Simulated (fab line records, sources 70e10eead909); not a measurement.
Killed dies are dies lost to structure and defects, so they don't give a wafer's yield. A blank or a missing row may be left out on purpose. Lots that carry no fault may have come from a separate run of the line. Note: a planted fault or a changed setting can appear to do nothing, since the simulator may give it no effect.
Chamber matching || flow nand-harc || NHARC_A_CHANNEL_HOLE_D1_DEP_01 on pecvd-03: 3 sister chambers
The step deposits SiON, target thk 140 nm. 3 wafers are shown with their chamber, then 8 later ones without.

## WAFERS, EACH WITH ITS CHAMBER
{"wafer": "L084.2", "chamber": 2, "heater-power-w (W)": 547}
{"wafer": "L084.6", "chamber": 0, "heater-power-w (W)": 718}
{"wafer": "L088.2", "chamber": 1, "heater-power-w (W)": 911}

## WAFERS WITHOUT THEIR CHAMBER
{"wafer": "L088.3", "heater-power-w (W)": 732}
{"wafer": "L088.6", "heater-power-w (W)": 576}
{"wafer": "L088.1", "heater-power-w (W)": 562}
{"wafer": "L088.4", "heater-power-w (W)": 924}
{"wafer": "L088.5", "heater-power-w (W)": 738}
{"wafer": "L097.3", "heater-power-w (W)": 794}
{"wafer": "L097.4", "heater-power-w (W)": 672}
{"wafer": "L097.6", "heater-power-w (W)": 788}

## EACH ONE'S CHAMBER
{"wafer": "L088.3", "from the rows above": 0, "in truth": 0}
{"wafer": "L088.6", "from the rows above": 2, "in truth": 2}
{"wafer": "L088.1", "from the rows above": 2, "in truth": 2}
{"wafer": "L088.4", "from the rows above": 1, "in truth": 1}
{"wafer": "L088.5", "from the rows above": 0, "in truth": 0}
{"wafer": "L097.3", "from the rows above": "can't be placed: 0 or 1", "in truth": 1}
{"wafer": "L097.4", "from the rows above": "can't be placed: 0 or 2", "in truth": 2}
{"wafer": "L097.6", "from the rows above": "can't be placed: 0 or 1", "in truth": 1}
Correctly placed: 5 of 8. Unplaceable from these rows: 3, with the true chamber sitting among the candidates in 3. Wrongly placed: 0.
How it was worked out, from the rows above alone: a wafer's distance from a chamber is the root of the sum, over the readings, of the square of ((its reading less the chamber's mean) divided by the reading's scatter). If the next closest chamber is less than 2 further off than the closest, the wafer can't be placed; otherwise it belongs to the closest. Each chamber's mean is taken over the wafers shown for it. The scatter: root of mean squared gap, hidden wafer to nearest shown wafer, with one shown wafer a chamber.
